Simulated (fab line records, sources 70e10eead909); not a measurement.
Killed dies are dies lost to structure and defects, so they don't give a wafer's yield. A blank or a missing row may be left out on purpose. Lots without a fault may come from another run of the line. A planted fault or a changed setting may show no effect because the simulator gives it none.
Chamber matching | flow nand_harc | NHARC_P_GATE_DESCUM_48 on rie_diel-12: 4 sister chambers
The step chemistry O2, time 3 s. 4 wafers are shown with their chamber, then 8 later ones without.

WAFERS WITH THEIR CHAMBER
wafer  | chamber | drypump_motor_current_A (A)
L086.2 | 2       | 5.5
L086.5 | 0       | 5.3
L086.6 | 1       | 5.7
L088.2 | 3       | 5.2

WAFERS WITHOUT THEIR CHAMBER
wafer  | drypump_motor_current_A (A)
L088.5 | 5.2
L088.6 | 5.6
L093.4 | 5.7
L093.5 | 5.6
L093.6 | 5.6
L095.1 | 5.6
L095.3 | 5.3
L095.4 | 5.6

WHICH CHAMBER EACH WENT THROUGH
wafer  | from the rows above     | in truth
L088.5 | can't be placed: 3 or 0 | 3
L088.6 | can't be placed: 2 or 1 | 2
L093.4 | 1                       | 1
L093.5 | can't be placed: 2 or 1 | 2
L093.6 | can't be placed: 2 or 1 | 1
L095.1 | can't be placed: 2 or 1 | 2
L095.3 | can't be placed: 0 or 3 | 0
L095.4 | can't be placed: 2 or 1 | 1
Placed correctly: 1 of 8. Can't be placed from these rows: 7 (the true chamber is among the candidates in 7). Placed wrongly: 0.
How it was worked out, from the rows above alone: a wafer's distance from a chamber is the root of the sum, over the readings, of the square of ((its reading less the chamber's mean) divided by the reading's scatter). The wafer belongs to the nearest chamber; if the next one is less than 2 further off, it can't be placed. A chamber's mean is the mean of its shown wafers. The scatter: with one shown wafer a chamber, the root of the mean of the squares of how far each hidden wafer lies from its nearest shown one.
